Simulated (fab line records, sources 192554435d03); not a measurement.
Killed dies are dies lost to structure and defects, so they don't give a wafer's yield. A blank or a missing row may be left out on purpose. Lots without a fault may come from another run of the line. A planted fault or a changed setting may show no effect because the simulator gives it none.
A struck lot beside a sound one | flow n5_finfet | 19 steps out of a route of 1938
Sound: wafers L927.1, L927.4, L927.6. Struck: wafers L931.1, L931.2. (L931.5 of the same lot was not struck and is left out.) The cause comes at the end.
At each step with rows: each side's tool, then ch and its chambers, then its first start. Under that, the readings that differ: sound wafers | struck wafers | difference of the means | sigmas: that difference in standard deviations of wafers without a fault.
alike: readings whose means differ by less than 2 such deviations, and words and numbers that are the same on both sides. not compared: withheld readings, readings that some wafer has no value for, bounds like >300 that may hide the same value, and numbers for which the record gives no deviation and whose values overlap.
The two part at a step that has a row with sigmas, a row that says differs or no value, or rows on one side only. Numbers that don't overlap but have no deviation are shown without sigmas and don't part them. A reading that every wafer of one side lacks parts them only if that side has two wafers or more.

N5_BEOL_M13_CMP_49: polishes, stops on SiOC, t overpolish 17.1 s, target thk 420 nm.
  sound on cmp-04 ch 0,1,3, day 11 17:14; struck on cmp-04 ch 1,3, day 12 13:43
  alike: barrier_field_endpoint_s, clearing_platen_down_force_psi, motor_current_A, overpolish_run_s, retaining_ring_pressure_frac
N5_BEOL_M13_THK_MEAS_50: measures by xrf.
  sound on film_metro-01, day 11 17:29; struck on film_metro-01, day 12 14:00
  alike: M13_THK
then, 1 step without rows for these wafers: N5_BEOL_M13_PRE_CLEAN_52 (time 15 s).
N5_BEOL_M13_DEP_53: deposits SiCN from 3MS/NH3, target thk 50 nm, time 17.8 s.
  sound on pecvd-04 ch 0,1,2, day 11 17:33; struck on pecvd-03 ch 1,2, day 12 14:04
  alike: showerhead_plenum_p_Torr, showerhead_vpp_V, throttle_valve_pct
N5_BEOL_M13_RS_MEAS_54: measures by four-point-probe.
  sound on film_metro-02, day 11 17:37; struck on film_metro-01, day 12 14:08
  alike: M13_RS
N5_BEOL_M13_INSPECT_55: inspects for defects (darkfield).
  sound on defect_inspect-01, day 11 17:38; struck on defect_inspect-02, day 12 14:09
  alike: raw_defect_count
N5_BEOL_M14_ILD_DEP_00: deposits SiO2 from TEOS/O2, target thk 1119.3 nm, time 237.4 s.
  sound on pecvd-03 ch 0,1,2, day 11 17:41; struck on pecvd-02 ch 0,2, day 12 14:11
  alike: heater_power_w, showerhead_plenum_p_Torr, showerhead_vpp_V, throttle_valve_pct
N5_BEOL_M14_THK_MEAS_01:
  sound on film_metro-02, day 11 17:52; struck on film_metro-01, day 12 14:23
  alike: M14_ILD_THK
then, 4 steps without rows for these wafers: N5_BEOL_M14_COAT_58 (time 60 s, resist thk 89 nm); N5_BEOL_M14_COAT_04 (resist thk 800 nm); N5_BEOL_M14_EBR_06; N5_BEOL_M14_SOFTBAKE_05 (time 60 s).
N5_BEOL_M14_EXPOSE_07: exposes mask V13.
  sound on krf_scanner-02 ch 0, day 11 18:00; struck on krf_scanner-02 ch 0, day 12 14:31
  alike: mask
then, 3 steps without rows for these wafers: N5_BEOL_M14_PEB_08 (peb time 90 s); N5_BEOL_M14_DEVELOP_09 (develop time 45 s); N5_BEOL_M14_HARDBAKE_14 (time 120 s).
N5_BEOL_M14_CD_MEAS_10: target cd 250 nm.
  sound on cd_sem-01 ch 0, day 11 18:10; struck on cd_sem-02 ch 0, day 12 14:41
  reading    | sound             | struck      | difference | sigmas
  cd_nm (nm) | 250.7 249.9 251.0 | 242.4 243.3 | -7.7       | -6
N5_BEOL_M14_OVL_MEAS_11:
  sound on overlay-01 ch 0, day 11 18:12; struck on overlay-01 ch 0, day 12 14:43
  alike: V13_OVL
N5_PASSIVATION_PROBE_49:
  the record has rows for the sound wafers here (prober-01, day 12 22:43) and none for the struck ones

WHERE THEY PART
First at N5_BEOL_M14_CD_MEAS_10; last, within this record, at N5_PASSIVATION_PROBE_49.

WHY: what the simulator had put in
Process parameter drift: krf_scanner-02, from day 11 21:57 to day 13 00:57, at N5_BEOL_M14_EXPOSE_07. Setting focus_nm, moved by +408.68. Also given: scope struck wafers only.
